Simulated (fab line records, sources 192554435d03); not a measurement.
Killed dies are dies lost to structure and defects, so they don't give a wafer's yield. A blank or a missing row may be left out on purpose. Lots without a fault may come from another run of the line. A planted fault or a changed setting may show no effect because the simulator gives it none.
A struck lot beside a sound one | flow n5_finfet | 38 steps out of a route of 1938
Sound: wafers L535.2, L535.4, L535.5. Struck: wafer L541.5. (L541.4, L541.6 of the same lot were not struck and are left out.) The cause comes at the end.
At each step with rows: each side's tool, then ch and its chambers, then its first start. Under that, the readings that differ: sound wafers | struck wafers | difference of the means | sigmas: that difference in standard deviations of wafers without a fault.
alike: readings whose means differ by less than 2 such deviations, and words and numbers that are the same on both sides. not compared: withheld readings, readings that some wafer has no value for, bounds like >300 that may hide the same value, and numbers for which the record gives no deviation and whose values overlap.
The two part at a step that has a row with sigmas, a row that says differs or no value, or rows on one side only. Numbers that don't overlap but have no deviation are shown without sigmas and don't part them. A reading that every wafer of one side lacks parts them only if that side has two wafers or more.

first, 9 steps without rows for these wafers: N5_BEOL_M2_ANNEAL_95 (time 240 s); N5_BEOL_M2_SPUTTER_96 (material Cu, target thk 4.5 nm, time 8.29 s); N5_BEOL_M2_ECD_50 (material Cu, target thk 300 nm); N5_BEOL_M2_ANNEAL_51 (time 90 s); N5_BEOL_M2_CMP_52 (polishes, stops on SiOC, t overpolish 6.8 s, target thk 40 nm); N5_BEOL_M2_PRE_CLEAN_60 (time 15 s); N5_BEOL_M2_CO_CAP_55 (material Co, precursor CCTBA/H2, target thk 2 nm, time 102.1 s); N5_BEOL_M2_PRE_CLEAN_56 (time 15 s); N5_BEOL_M2_DEP_57 (deposits SiCN from 3MS/NH3, target thk 8 nm, time 14 s).
N5_BEOL_M3_ILD_DEP_00: deposits SiOC from DEMS/O2, target thk 79 nm, time 15.3 s.
  sound on pecvd-01 ch 0,1,2, day 9 04:02; struck on pecvd-01 ch 1, day 10 22:33
  reading                                      | sound          | struck | difference | sigmas
  model.SiOC_of_BEOL_M3_ILD_DEP_00.thk_nm (nm) | 78.2 78.8 78.6 | 131.6  | +53.1      |
  alike: heater_power_w, showerhead_plenum_p_Torr, throttle_valve_pct
N5_BEOL_M3_THK_MEAS_01:
  sound on film_metro-02, day 9 04:07; struck on film_metro-02, day 10 22:37
  reading         | sound          | struck | difference | sigmas
  M3_ILD_THK (nm) | 78.2 78.7 78.7 | 131.5  | +53.0      | +58
then, 24 steps without rows for these wafers: N5_BEOL_M3_PECVD_72 (deposits SiO2 from TEOS/O2, target thk 16 nm, time 18 s); N5_BEOL_M3_HM_DEP_02 (deposits TiN, target thk 20 nm); N5_BEOL_M3_COAT_61 (time 60 s, resist thk 60 nm); N5_BEOL_M3_COAT_62 (time 60 s, resist thk 12 nm); N5_BEOL_M3_COAT_73 (time 60 s, resist thk 5 nm); N5_BEOL_M3_COAT_05 (resist thk 30 nm); N5_BEOL_M3_EBR_07; N5_BEOL_M3_SOFTBAKE_06 (time 60 s); N5_BEOL_M3_EXPOSE_08 (exposes mask M3); N5_BEOL_M3_PEB_09 (peb time 60 s); N5_BEOL_M3_DEVELOP_10 (develop time 30 s); N5_BEOL_M3_DESCUM_16 (chemistry O2, time 7 s); N5_BEOL_M3_ETCH_74 (etches underlayer in N2/H2, target depth 6.5 nm, time 5.2 s); N5_BEOL_M3_ETCH_63 (etches SiARC in CF4, target depth 15.6 nm, time 26 s); N5_BEOL_M3_ETCH_64 (etches SOC in N2/H2, target depth 75 nm, overetch 15 nm, time 112.5 s); N5_BEOL_M3_STRIP_65 (strips in N2/H2); N5_BEOL_M3_STRIP_75 (strips in N2/H2); N5_BEOL_M3_STRIP_66 (strips in CF4); N5_BEOL_M3_HM_OPEN_17 (chemistry Cl2/BCl3, target TiN, target depth 20 nm, overetch 6 nm); N5_BEOL_M3_STRIP_19 (strips in O2); N5_BEOL_M3_COAT_67 (time 60 s, resist thk 60 nm); N5_BEOL_M3_COAT_68 (time 60 s, resist thk 12 nm); N5_BEOL_M3_COAT_76 (time 60 s, resist thk 5 nm); N5_BEOL_M3_COAT_22 (resist thk 30 nm).
N5_BEOL_M3_CMP_52: polishes, stops on SiOC, t overpolish 6.8 s, target thk 40 nm.
  sound on cmp-03 ch 1,2, day 9 13:47; struck on cmp-01 ch 0, day 11 08:38
  reading                                      | sound          | struck | difference | sigmas
  model.SiOC_of_BEOL_M3_ILD_DEP_00.thk_nm (nm) | 75.2 75.8 75.6 | 128.6  | +53.1      |
  model.Cu_of_BEOL_M3_ECD_50.thk_nm (nm)       | 39.6 40.4 40.4 | 92.8   | +52.7      |
  alike: clearing_platen_down_force_psi, motor_current_A
N5_BEOL_M4_RC_MEAS_101:
  the record has rows for the sound wafers here (prober-02 ch 0, day 10 03:04) and none for the struck ones
-- the record jumps here: 5 days lie between the struck wafers' starts before and after (it left off in module BEOL_M4 and takes up again in module PASSIVATION, whose first step shown is number 1936 of the route) --
N5_PASSIVATION_PROBE_49:
  sound on prober-02, day 13 22:40; struck on prober-01, day 16 02:16
  reading                  | sound          | struck | difference | sigmas
  defect_limited_yield (%) | 89.5 91.6 90.4 | 0      | -90        | -65
  killed_at_M0_to_M3       | 38 41 33       | 1094   | +1057      | +99 or more
  killed_dies              | 124 99 113     | 1180   | +1068      | +67
  killed_on_rim            | 17 17 11       | 152    | +137       | +40
  sort_bin_5_function (%)  | 6.0 4.9 6.2    | 96.3   | +90.6      | +99 or more
  sort_n_pass              | 1056 1081 1067 | 0      | -1068      | -67
  sort_yield_pct (%)       | 89.5 91.6 90.4 | 0      | -90        | -65
  alike: killed_at_M4_up, killed_at_contacts, killed_at_front_end, killed_at_other, killed_open, killed_short, sort_bin_6_memory

WHERE THEY PART
First at N5_BEOL_M3_THK_MEAS_01; last, within this record, at N5_PASSIVATION_PROBE_49.

WHY: what the simulator had put in
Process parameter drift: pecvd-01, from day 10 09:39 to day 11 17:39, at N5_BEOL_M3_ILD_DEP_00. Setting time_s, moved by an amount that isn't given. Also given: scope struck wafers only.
